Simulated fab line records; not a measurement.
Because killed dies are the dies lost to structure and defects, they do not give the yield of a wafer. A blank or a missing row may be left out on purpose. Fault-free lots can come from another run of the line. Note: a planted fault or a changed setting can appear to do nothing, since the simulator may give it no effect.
What tool caused it? / flow nand_harc / 39 wafers from 13 lots sampled at 5 of the route's 1159 steps

== WHAT THE GAUGES READ, wafer by wafer ==
NHARC_END_SORT_01.
lot=L899; measured=day 22 16:13; on=prober-01; killed_at_array=29 28 37; killed_at_other=0 0 0; killed_at_periphery=7 4 4; killed_dies=36 32 41; killed_open=8 7 6; killed_short=2 2 1

== WHAT TOOL EACH LOT RAN ON (gives the tool, then ch and the chambers of the sampled wafers, and finally the start) ==
lot=L889; NHARC_A_SGD_CUT_DESCUM_14=rie_diel-13 ch 1,2, day 13 19:51; NHARC_A_SGD_CUT_CMP_21=cmp-02 ch 0,1,2, day 14 03:48; NHARC_A_SLIT_DEP_23=pecvd-03 ch 0,2, day 14 06:55; NHARC_A_SLIT_SOFTBAKE_04=litho_track-06 ch 0, day 14 07:00
lot=L893; NHARC_A_SGD_CUT_DESCUM_14=rie_diel-13 ch 0,1,2, day 14 14:59; NHARC_A_SGD_CUT_CMP_21=cmp-03 ch 0,1,2, day 14 22:44; NHARC_A_SLIT_DEP_23=pecvd-01 ch 0,1,2, day 15 02:21; NHARC_A_SLIT_SOFTBAKE_04=litho_track-01 ch 0, day 15 02:00
lot=L892; NHARC_A_SGD_CUT_DESCUM_14=rie_diel-08 ch 0,1,2, day 14 15:13; NHARC_A_SGD_CUT_CMP_21=cmp-04 ch 0,1,3, day 14 22:40; NHARC_A_SLIT_DEP_23=pecvd-01 ch 1,2, day 15 01:44; NHARC_A_SLIT_SOFTBAKE_04=litho_track-01 ch 0, day 15 02:00
lot=L894; NHARC_A_SGD_CUT_DESCUM_14=rie_diel-13 ch 0,1,3, day 15 03:40; NHARC_A_SGD_CUT_CMP_21=cmp-03 ch 0,1,3, day 15 09:20; NHARC_A_SLIT_DEP_23=pecvd-02 ch 0,1,2, day 15 12:29; NHARC_A_SLIT_SOFTBAKE_04=litho_track-01 ch 0, day 15 12:00
lot=L896; NHARC_A_SGD_CUT_DESCUM_14=rie_diel-08 ch 0,2,3, day 15 17:32; NHARC_A_SGD_CUT_CMP_21=cmp-03 ch 0,2,3, day 15 23:57; NHARC_A_SLIT_DEP_23=pecvd-03 ch 0,1,2, day 16 07:33; NHARC_A_SLIT_SOFTBAKE_04=litho_track-06 ch 0, day 16 07:00
lot=L895; NHARC_A_SGD_CUT_DESCUM_14=rie_diel-05 ch 0,2,3, day 15 17:44; NHARC_A_SGD_CUT_CMP_21=cmp-04 ch 0,1,3, day 15 23:56; NHARC_A_SLIT_DEP_23=pecvd-02 ch 1,2, day 16 06:29; NHARC_A_SLIT_SOFTBAKE_04=litho_track-06 ch 0, day 16 06:00
lot=L901; NHARC_A_SGD_CUT_DESCUM_14=rie_diel-13 ch 0,2, day 17 00:31; NHARC_A_SGD_CUT_CMP_21=cmp-03 ch 0,1, day 17 09:06; NHARC_A_SLIT_DEP_23=pecvd-03 ch 0,2, day 17 13:01; NHARC_A_SLIT_SOFTBAKE_04=litho_track-06 ch 0, day 17 13:00
lot=L899; NHARC_A_SGD_CUT_DESCUM_14=rie_diel-13 ch 0,2,3, day 17 10:17; NHARC_A_SGD_CUT_CMP_21=cmp-03 ch 0,2,3, day 17 18:05; NHARC_A_SLIT_DEP_23=pecvd-03 ch 0,2, day 17 21:13; NHARC_A_SLIT_SOFTBAKE_04=litho_track-01 ch 0, day 17 21:00
lot=L904; NHARC_A_SGD_CUT_DESCUM_14=rie_diel-13 ch 0,2,3, day 17 11:52; NHARC_A_SGD_CUT_CMP_21=cmp-02 ch 0,1,2, day 17 18:16; NHARC_A_SLIT_DEP_23=pecvd-03 ch 0,1,2, day 17 21:27; NHARC_A_SLIT_SOFTBAKE_04=litho_track-06 ch 0, day 17 21:00
lot=L905; NHARC_A_SGD_CUT_DESCUM_14=rie_diel-05 ch 1,2,3, day 17 21:23; NHARC_A_SGD_CUT_CMP_21=cmp-04 ch 0,1,3, day 18 02:51; NHARC_A_SLIT_DEP_23=pecvd-02 ch 0,1,2, day 18 07:13; NHARC_A_SLIT_SOFTBAKE_04=litho_track-04 ch 0, day 18 07:00
lot=L909; NHARC_A_SGD_CUT_DESCUM_14=rie_diel-05 ch 0,1, day 18 10:49; NHARC_A_SGD_CUT_CMP_21=cmp-03 ch 1,2,3, day 18 17:51; NHARC_A_SLIT_DEP_23=pecvd-02 ch 0,1,2, day 18 21:05; NHARC_A_SLIT_SOFTBAKE_04=litho_track-01 ch 0, day 18 21:00
lot=L908; NHARC_A_SGD_CUT_DESCUM_14=rie_diel-08 ch 0,1, day 18 11:05; NHARC_A_SGD_CUT_CMP_21=cmp-03 ch 0,1, day 18 17:57; NHARC_A_SLIT_DEP_23=pecvd-03 ch 0,2, day 18 22:44; NHARC_A_SLIT_SOFTBAKE_04=litho_track-01 ch 0, day 18 22:00
lot=L907; NHARC_A_SGD_CUT_DESCUM_14=rie_diel-05 ch 0,2, day 18 21:00; NHARC_A_SGD_CUT_CMP_21=cmp-04 ch 0,3, day 19 03:34; NHARC_A_SLIT_DEP_23=pecvd-02 ch 1,2, day 19 06:53; NHARC_A_SLIT_SOFTBAKE_04=litho_track-01 ch 0, day 19 07:00
- NHARC_A_SGD_CUT_DESCUM_14: chemistry O2, time 3 s.
- NHARC_A_SGD_CUT_CMP_21: polishes, target thk 148.19 nm.
- NHARC_A_SLIT_DEP_23: deposits SiON, target thk 100 nm.
- NHARC_A_SLIT_SOFTBAKE_04: time 55 s.

== AS READ BY THE TOOLS THEMSELVES (means over the sampled wafers that have a number; for cases with no such wafer, the mark the record gives instead) ==
NHARC_A_SGD_CUT_DESCUM_14.
lot=L889; tool=rie_diel-13; drypump_motor_current_A (A)=5.6; oes_product_au (a.u.)=1.000; rf_vpp_V (V)=57.6; showerhead_plenum_p_Torr (Torr)=1.87; throttle_valve_pct (%)=11.313
lot=L893; tool=rie_diel-13; drypump_motor_current_A (A)=5.9; oes_product_au (a.u.)=0.997; rf_vpp_V (V)=57.9; showerhead_plenum_p_Torr (Torr)=1.95; throttle_valve_pct (%)=11.323
lot=L892; tool=rie_diel-08; drypump_motor_current_A (A)=5.9; oes_product_au (a.u.)=1.000; rf_vpp_V (V)=58.4; showerhead_plenum_p_Torr (Torr)=1.91; throttle_valve_pct (%)=11.317
lot=L894; tool=rie_diel-13; drypump_motor_current_A (A)=5.8; oes_product_au (a.u.)=1.006; rf_vpp_V (V)=58.4; showerhead_plenum_p_Torr (Torr)=1.97; throttle_valve_pct (%)=11.317
lot=L896; tool=rie_diel-08; drypump_motor_current_A (A)=5.8; oes_product_au (a.u.)=1.004; rf_vpp_V (V)=57.6; showerhead_plenum_p_Torr (Torr)=1.84; throttle_valve_pct (%)=11.311
lot=L895; tool=rie_diel-05; drypump_motor_current_A (A)=6.1; oes_product_au (a.u.)=1.003; rf_vpp_V (V)=57.4; showerhead_plenum_p_Torr (Torr)=1.93; throttle_valve_pct (%)=11.322
lot=L901; tool=rie_diel-13; drypump_motor_current_A (A)=6.2; oes_product_au (a.u.)=1.007; rf_vpp_V (V)=58.7; showerhead_plenum_p_Torr (Torr)=1.97; throttle_valve_pct (%)=11.311
lot=L899; tool=rie_diel-13; drypump_motor_current_A (A)=5.7; oes_product_au (a.u.)=1.004; rf_vpp_V (V)=58.1; showerhead_plenum_p_Torr (Torr)=1.91; throttle_valve_pct (%)=11.309
lot=L904; tool=rie_diel-13; drypump_motor_current_A (A)=5.8; oes_product_au (a.u.)=0.996; rf_vpp_V (V)=57.6; showerhead_plenum_p_Torr (Torr)=1.91; throttle_valve_pct (%)=11.315
lot=L905; tool=rie_diel-05; drypump_motor_current_A (A)=6.2; oes_product_au (a.u.)=1.000; rf_vpp_V (V)=57.1; showerhead_plenum_p_Torr (Torr)=1.90; throttle_valve_pct (%)=11.318
lot=L909; tool=rie_diel-05; drypump_motor_current_A (A)=5.8; oes_product_au (a.u.)=1.002; rf_vpp_V (V)=57.8; showerhead_plenum_p_Torr (Torr)=1.84; throttle_valve_pct (%)=11.310
lot=L908; tool=rie_diel-08; drypump_motor_current_A (A)=5.8; oes_product_au (a.u.)=1.004; rf_vpp_V (V)=57.9; showerhead_plenum_p_Torr (Torr)=1.98; throttle_valve_pct (%)=11.307
lot=L907; tool=rie_diel-05; drypump_motor_current_A (A)=5.9; oes_product_au (a.u.)=1.002; rf_vpp_V (V)=57.6; showerhead_plenum_p_Torr (Torr)=1.89; throttle_valve_pct (%)=11.316

NHARC_A_SGD_CUT_CMP_21.
lot=L889; tool=cmp-02; motor_current_A (A)=12.5; time_to_endpoint_s (s)=50.5
lot=L893; tool=cmp-03; motor_current_A (A)=11.9; time_to_endpoint_s (s)=48.9
lot=L892; tool=cmp-04; motor_current_A (A)=11.7; time_to_endpoint_s (s)=47.3
lot=L894; tool=cmp-03; motor_current_A (A)=11.6; time_to_endpoint_s (s)=52.8
lot=L896; tool=cmp-03; motor_current_A (A)=12.5; time_to_endpoint_s (s)=50.8
lot=L895; tool=cmp-04; motor_current_A (A)=11.7; time_to_endpoint_s (s)=50.1
lot=L901; tool=cmp-03; motor_current_A (A)=11.6; time_to_endpoint_s (s)=51.0
lot=L899; tool=cmp-03; motor_current_A (A)=12.4; time_to_endpoint_s (s)=50.4
lot=L904; tool=cmp-02; motor_current_A (A)=12.4; time_to_endpoint_s (s)=50.2
lot=L905; tool=cmp-04; motor_current_A (A)=11.4; time_to_endpoint_s (s)=47.0
lot=L909; tool=cmp-03; motor_current_A (A)=12.2; time_to_endpoint_s (s)=50.7
lot=L908; tool=cmp-03; motor_current_A (A)=11.3; time_to_endpoint_s (s)=50.5
lot=L907; tool=cmp-04; motor_current_A (A)=12.6; time_to_endpoint_s (s)=49.5

NHARC_A_SLIT_DEP_23.
lot=L889; tool=pecvd-03; heater_power_w (W)=723; rf_fwd_power_W (W)=348.9
lot=L893; tool=pecvd-01; heater_power_w (W)=741; rf_fwd_power_W (W)=348.6
lot=L892; tool=pecvd-01; heater_power_w (W)=753; rf_fwd_power_W (W)=348.2
lot=L894; tool=pecvd-02; heater_power_w (W)=803; rf_fwd_power_W (W)=348.8
lot=L896; tool=pecvd-03; heater_power_w (W)=816; rf_fwd_power_W (W)=349.0
lot=L895; tool=pecvd-02; heater_power_w (W)=847; rf_fwd_power_W (W)=348.5
lot=L901; tool=pecvd-03; heater_power_w (W)=750; rf_fwd_power_W (W)=347.4
lot=L899; tool=pecvd-03; heater_power_w (W)=728; rf_fwd_power_W (W)=349.4
lot=L904; tool=pecvd-03; heater_power_w (W)=758; rf_fwd_power_W (W)=349.1
lot=L905; tool=pecvd-02; heater_power_w (W)=714; rf_fwd_power_W (W)=348.9
lot=L909; tool=pecvd-02; heater_power_w (W)=741; rf_fwd_power_W (W)=348.5
lot=L908; tool=pecvd-03; heater_power_w (W)=831; rf_fwd_power_W (W)=348.7
lot=L907; tool=pecvd-02; heater_power_w (W)=785; rf_fwd_power_W (W)=346.4

NHARC_A_SLIT_SOFTBAKE_04.
lot=L889; tool=litho_track-06; chill_plate_temp_C (C)=22.93; heater_power_total_W (W)=188.40
lot=L893; tool=litho_track-01; chill_plate_temp_C (C)=22.97; heater_power_total_W (W)=188.64
lot=L892; tool=litho_track-01; chill_plate_temp_C (C)=23.03; heater_power_total_W (W)=188.42
lot=L894; tool=litho_track-01; chill_plate_temp_C (C)=22.94; heater_power_total_W (W)=188.38
lot=L896; tool=litho_track-06; chill_plate_temp_C (C)=22.97; heater_power_total_W (W)=188.38
lot=L895; tool=litho_track-06; chill_plate_temp_C (C)=23.10; heater_power_total_W (W)=188.69
lot=L901; tool=litho_track-06; chill_plate_temp_C (C)=22.99; heater_power_total_W (W)=192.08
lot=L899; tool=litho_track-01; chill_plate_temp_C (C)=23.05; heater_power_total_W (W)=188.53
lot=L904; tool=litho_track-06; chill_plate_temp_C (C)=22.98; heater_power_total_W (W)=192.33
lot=L905; tool=litho_track-04; chill_plate_temp_C (C)=22.82; heater_power_total_W (W)=188.46
lot=L909; tool=litho_track-01; chill_plate_temp_C (C)=22.86; heater_power_total_W (W)=188.61
lot=L908; tool=litho_track-01; chill_plate_temp_C (C)=23.01; heater_power_total_W (W)=188.38
lot=L907; tool=litho_track-01; chill_plate_temp_C (C)=23.09; heater_power_total_W (W)=188.34

== THE ANSWER, worked out from the rows above alone ==
Rule: the lots themselves supply what counts as usual. Put in order of their means at a reading, lots are off if they are a third of the lots or fewer, leave a main group of 4 or more, and stand apart from it by a gap of 3 or more times the standard deviation of the main group's means; of several such gaps the widest counts. If all means in a main group match to the digits the tables above print for the reading, that group is not used. Also off: a lot with no number at a reading for which 4 or more lots have one. Where the step has rows for the other lots, those lots are counted as sound. After the gauges, taken in route order, come the tools' own readings; for these a lot's mean is taken, as printed above. At the first step where some lot is off, the reading lying furthest off is the one used; lots without a number count as furthest.
Off: L901, L904 (NHARC_A_SLIT_SOFTBAKE_04, heater_power_total_W). Main group: mean 188.48 W, sd 0.12.
A tool fits if, at that step or a process step before it, it ran every lot that is off, and no sound lot after the first of them. One candidate fits, namely litho_track-06 at NHARC_A_SLIT_SOFTBAKE_04. A fault onset in the window from L896 (day 16 07:00, its last sound lot) to L901 (day 17 13:00, its first lot off) fits.
On the lots that are off, the tool's own readings at NHARC_A_SLIT_SOFTBAKE_04 differ by more than 5 times the standard deviation of the sound lots' means, which bears it out; heater_power_total_W reads 192.21 W there versus 188.48 W on the sound lots.

== WHAT THE SIMULATOR HAD PUT IN ==
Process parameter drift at NHARC_A_SLIT_SOFTBAKE_04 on litho_track-06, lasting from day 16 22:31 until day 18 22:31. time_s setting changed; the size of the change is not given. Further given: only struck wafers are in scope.
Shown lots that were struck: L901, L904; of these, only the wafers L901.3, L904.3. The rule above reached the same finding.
